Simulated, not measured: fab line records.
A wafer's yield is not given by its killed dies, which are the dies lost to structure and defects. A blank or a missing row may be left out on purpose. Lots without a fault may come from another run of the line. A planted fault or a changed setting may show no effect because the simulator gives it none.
Split-lot study / flow n5-finfet / 39 wafers read across 7 lots, on a route 1938 steps long

THE SPLIT
At N5_BEOL_M2_DESCUM_33 (chemistry O2, time 7 s), the setting time-s was moved away from the recipe's 7 s on 15 of the 39 wafers read, by -57.6% to +55.3%. This setting was run at the recipe's value on the other wafers.

Split to reading: the file shows no intervening step.

THE READING
CAR-EUV_of_BEOL_M2_COAT_22.thk-nm (the simulator's own value, which no gauge read), in nm, at N5_BEOL_M2_ETCH_77 (etches underlayer in N2/H2, target depth 6.5 nm, time 5.2 s). No usual value for it is given in the file. Here, 24 wafers ran the recipe; their average is 20.3 nm with a standard deviation of 0.13 nm.

wafer=L075.1; tool, chamber at the split=rie-diel-05, 2; time-s as run, s=10.49; against the recipe=+49.9%; CAR-EUV_of_BEOL_M2_COAT_22.thk-nm, nm=18.4; against lot-mates on the recipe=-1.8
wafer=L075.3; tool, chamber at the split=rie-diel-05, 2; time-s as run, s=10.49; against the recipe=+49.9%; CAR-EUV_of_BEOL_M2_COAT_22.thk-nm, nm=18.4; against lot-mates on the recipe=-1.8
wafer=L075.2; tool, chamber at the split=rie-diel-05, 3,3,2; time-s as run, s=7; against the recipe=recipe; CAR-EUV_of_BEOL_M2_COAT_22.thk-nm, nm=20.2; against lot-mates on the recipe=-
wafer=L075.5; tool, chamber at the split=rie-diel-05, 3,3,2; time-s as run, s=7; against the recipe=recipe; CAR-EUV_of_BEOL_M2_COAT_22.thk-nm, nm=20.2; against lot-mates on the recipe=-
wafer=L075.6; tool, chamber at the split=rie-diel-05, 3,3,2; time-s as run, s=7; against the recipe=recipe; CAR-EUV_of_BEOL_M2_COAT_22.thk-nm, nm=20.2; against lot-mates on the recipe=-
wafer=L075.4; tool, chamber at the split=rie-diel-05, 3; time-s as run, s=10.49; against the recipe=+49.9%; CAR-EUV_of_BEOL_M2_COAT_22.thk-nm, nm=18.6; against lot-mates on the recipe=-1.6
wafer=L076.1; tool, chamber at the split=rie-diel-01, 1,2; time-s as run, s=7; against the recipe=recipe; CAR-EUV_of_BEOL_M2_COAT_22.thk-nm, nm=20.4; against lot-mates on the recipe=-
wafer=L076.5; tool, chamber at the split=rie-diel-01, 3; time-s as run, s=7; against the recipe=recipe; CAR-EUV_of_BEOL_M2_COAT_22.thk-nm, nm=20.4; against lot-mates on the recipe=-
wafer=L076.2; tool, chamber at the split=rie-diel-01, 3,0,0; time-s as run, s=8.337; against the recipe=+19.1%; CAR-EUV_of_BEOL_M2_COAT_22.thk-nm, nm=19.6; against lot-mates on the recipe=-0.9
wafer=L076.3; tool, chamber at the split=rie-diel-01, 1,2; time-s as run, s=7; against the recipe=recipe; CAR-EUV_of_BEOL_M2_COAT_22.thk-nm, nm=20.6; against lot-mates on the recipe=-
wafer=L076.4; tool, chamber at the split=rie-diel-01, 3,0,0; time-s as run, s=8.337; against the recipe=+19.1%; CAR-EUV_of_BEOL_M2_COAT_22.thk-nm, nm=19.8; against lot-mates on the recipe=-0.7
wafer=L076.6; tool, chamber at the split=rie-diel-01, 3,0,0; time-s as run, s=8.337; against the recipe=+19.1%; CAR-EUV_of_BEOL_M2_COAT_22.thk-nm, nm=19.8; against lot-mates on the recipe=-0.7
wafer=L078.1; tool, chamber at the split=rie-diel-03, 0; time-s as run, s=7; against the recipe=recipe; CAR-EUV_of_BEOL_M2_COAT_22.thk-nm, nm=20.4; against lot-mates on the recipe=-
wafer=L078.2; tool, chamber at the split=rie-diel-03, 3,2,0,2,3; time-s as run, s=7; against the recipe=recipe; CAR-EUV_of_BEOL_M2_COAT_22.thk-nm, nm=20.4; against lot-mates on the recipe=-
wafer=L078.3; tool, chamber at the split=rie-diel-03, 3,2,0,2,3; time-s as run, s=7; against the recipe=recipe; CAR-EUV_of_BEOL_M2_COAT_22.thk-nm, nm=20.4; against lot-mates on the recipe=-
wafer=L078.4; tool, chamber at the split=rie-diel-03, 3,2,0,2,3; time-s as run, s=7; against the recipe=recipe; CAR-EUV_of_BEOL_M2_COAT_22.thk-nm, nm=20.4; against lot-mates on the recipe=-
wafer=L078.6; tool, chamber at the split=rie-diel-03, 3,2,0,2,3; time-s as run, s=7; against the recipe=recipe; CAR-EUV_of_BEOL_M2_COAT_22.thk-nm, nm=20.4; against lot-mates on the recipe=-
wafer=L078.5; tool, chamber at the split=rie-diel-03, 3,2,0,2,3; time-s as run, s=7; against the recipe=recipe; CAR-EUV_of_BEOL_M2_COAT_22.thk-nm, nm=20.2; against lot-mates on the recipe=-
wafer=L080.1; tool, chamber at the split=rie-diel-03, 2,3,0; time-s as run, s=10.87; against the recipe=+55.3%; CAR-EUV_of_BEOL_M2_COAT_22.thk-nm, nm=18.4; against lot-mates on the recipe=-1.9
wafer=L080.2; tool, chamber at the split=rie-diel-03, 2,3,0; time-s as run, s=10.87; against the recipe=+55.3%; CAR-EUV_of_BEOL_M2_COAT_22.thk-nm, nm=18.4; against lot-mates on the recipe=-1.9
wafer=L080.5; tool, chamber at the split=rie-diel-03, 2,3,0; time-s as run, s=10.87; against the recipe=+55.3%; CAR-EUV_of_BEOL_M2_COAT_22.thk-nm, nm=18.4; against lot-mates on the recipe=-1.9
wafer=L080.3; tool, chamber at the split=rie-diel-03, 0,1,3; time-s as run, s=7; against the recipe=recipe; CAR-EUV_of_BEOL_M2_COAT_22.thk-nm, nm=20.2; against lot-mates on the recipe=-
wafer=L080.4; tool, chamber at the split=rie-diel-03, 0,1,3; time-s as run, s=7; against the recipe=recipe; CAR-EUV_of_BEOL_M2_COAT_22.thk-nm, nm=20.4; against lot-mates on the recipe=-
wafer=L080.6; tool, chamber at the split=rie-diel-03, 0,1,3; time-s as run, s=7; against the recipe=recipe; CAR-EUV_of_BEOL_M2_COAT_22.thk-nm, nm=20.4; against lot-mates on the recipe=-
wafer=L084.1; tool, chamber at the split=rie-diel-01, 1,2,2; time-s as run, s=2.971; against the recipe=-57.6%; CAR-EUV_of_BEOL_M2_COAT_22.thk-nm, nm=22.4; against lot-mates on the recipe=+2.1
wafer=L084.2; tool, chamber at the split=rie-diel-01, 1,2,2; time-s as run, s=2.971; against the recipe=-57.6%; CAR-EUV_of_BEOL_M2_COAT_22.thk-nm, nm=22.2; against lot-mates on the recipe=+1.9
wafer=L084.6; tool, chamber at the split=rie-diel-01, 1,2,2; time-s as run, s=2.971; against the recipe=-57.6%; CAR-EUV_of_BEOL_M2_COAT_22.thk-nm, nm=22.2; against lot-mates on the recipe=+1.9
wafer=L084.3; tool, chamber at the split=rie-diel-01, 3,1; time-s as run, s=7; against the recipe=recipe; CAR-EUV_of_BEOL_M2_COAT_22.thk-nm, nm=20.2; against lot-mates on the recipe=-
wafer=L084.4; tool, chamber at the split=rie-diel-01, 0; time-s as run, s=7; against the recipe=recipe; CAR-EUV_of_BEOL_M2_COAT_22.thk-nm, nm=20.4; against lot-mates on the recipe=-
wafer=L084.5; tool, chamber at the split=rie-diel-01, 3,1; time-s as run, s=7; against the recipe=recipe; CAR-EUV_of_BEOL_M2_COAT_22.thk-nm, nm=20.4; against lot-mates on the recipe=-
wafer=L092.1; tool, chamber at the split=rie-diel-01, 2,3; time-s as run, s=3.996; against the recipe=-42.9%; CAR-EUV_of_BEOL_M2_COAT_22.thk-nm, nm=21.8; against lot-mates on the recipe=+1.7
wafer=L092.2; tool, chamber at the split=rie-diel-01, 0; time-s as run, s=3.996; against the recipe=-42.9%; CAR-EUV_of_BEOL_M2_COAT_22.thk-nm, nm=21.8; against lot-mates on the recipe=+1.7
wafer=L092.3; tool, chamber at the split=rie-diel-01, 2,3; time-s as run, s=3.996; against the recipe=-42.9%; CAR-EUV_of_BEOL_M2_COAT_22.thk-nm, nm=21.8; against lot-mates on the recipe=+1.7
wafer=L092.4; tool, chamber at the split=rie-diel-01, 1,2; time-s as run, s=7; against the recipe=recipe; CAR-EUV_of_BEOL_M2_COAT_22.thk-nm, nm=20.2; against lot-mates on the recipe=-
wafer=L092.5; tool, chamber at the split=rie-diel-01, 1,2; time-s as run, s=7; against the recipe=recipe; CAR-EUV_of_BEOL_M2_COAT_22.thk-nm, nm=20.2; against lot-mates on the recipe=-
wafer=L092.6; tool, chamber at the split=rie-diel-01, 3; time-s as run, s=7; against the recipe=recipe; CAR-EUV_of_BEOL_M2_COAT_22.thk-nm, nm=20; against lot-mates on the recipe=-
wafer=L094.1; tool, chamber at the split=rie-diel-01, 1,0; time-s as run, s=7; against the recipe=recipe; CAR-EUV_of_BEOL_M2_COAT_22.thk-nm, nm=20.2; against lot-mates on the recipe=-
wafer=L094.3; tool, chamber at the split=rie-diel-01, 1,0; time-s as run, s=7; against the recipe=recipe; CAR-EUV_of_BEOL_M2_COAT_22.thk-nm, nm=20.4; against lot-mates on the recipe=-
wafer=L094.5; tool, chamber at the split=rie-diel-01, 1; time-s as run, s=7; against the recipe=recipe; CAR-EUV_of_BEOL_M2_COAT_22.thk-nm, nm=20.4; against lot-mates on the recipe=-
Rows listing several chambers each stand for several wafers; the file does not say which wafer went through which chamber.

FIT RESULTS
A straight line over all 39 wafers: CAR-EUV_of_BEOL_M2_COAT_22.thk-nm changes by -0.0348 nm for each +1% of time-s; r = -0.99; the points scatter about the line by 0.12 nm.
The same after taking each lot's own level away (the mean of its wafers on the recipe; 39 wafers): -0.0353 nm for each +1%; r = -1.00; scatter 0.098 nm.
According to that fit, moving time-s by its largest amount changes the reading by 2 nm.
The lots' own levels span 20.13 to 20.47 nm, that is 2.6 times the standard deviation above.
So the lot-to-lot level changes the slope little: the two slopes agree.
Check: +2.03 nm against its lot-mates is what the line predicts for one of the wafers moved furthest among these (-57.6%) when that wafer is left out of the fit. It came out at +2.07 nm against them.

THESE WAFERS: OTHER SPLITS
These wafers also went through other splits before the reading. Each is held against what the fit with the lots' levels taken away leaves over:
other split on the same wafers=N5_FIN_SAQP_HM_DEP_03 target-thk-a; wafers away from the commonest value=12; r with CAR-EUV_of_BEOL_M2_COAT_22.thk-nm (lot level and that fit taken away)=-0.11
other split on the same wafers=N5_SD_EPI_N_ETCH_45 target-depth-a; wafers away from the commonest value=15; r with CAR-EUV_of_BEOL_M2_COAT_22.thk-nm (lot level and that fit taken away)=+0.07
other split on the same wafers=N5_HKMG_FIN_HK_ALD_01 ald-cycles; wafers away from the commonest value=12; r with CAR-EUV_of_BEOL_M2_COAT_22.thk-nm (lot level and that fit taken away)=+0.13

THE WHOLE CHAIN: every reading that the file lists as answering this split, in the file's order
step=N5_BEOL_M2_DESCUM_33; what it does=chemistry O2, time 7 s; reading=CAR-EUV_of_BEOL_M2_COAT_22.thk-nm (the simulator's own value, which no gauge read); change (the file's fit)=-0.0341 nm for each +1% of the setting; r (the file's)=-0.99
step=N5_BEOL_M2_ETCH_77; what it does=etches underlayer in N2/H2, target depth 6.5 nm, time 5.2 s; reading=CAR-EUV_of_BEOL_M2_COAT_22.thk-nm (the simulator's own value, which no gauge read); change (the file's fit)=-0.0353 nm for each +1% of the setting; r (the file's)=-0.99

THE FILE'S OWN FIT
CAR-EUV_of_BEOL_M2_COAT_22.thk-nm changes by -0.0353 nm for each +1% of time-s, r = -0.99.
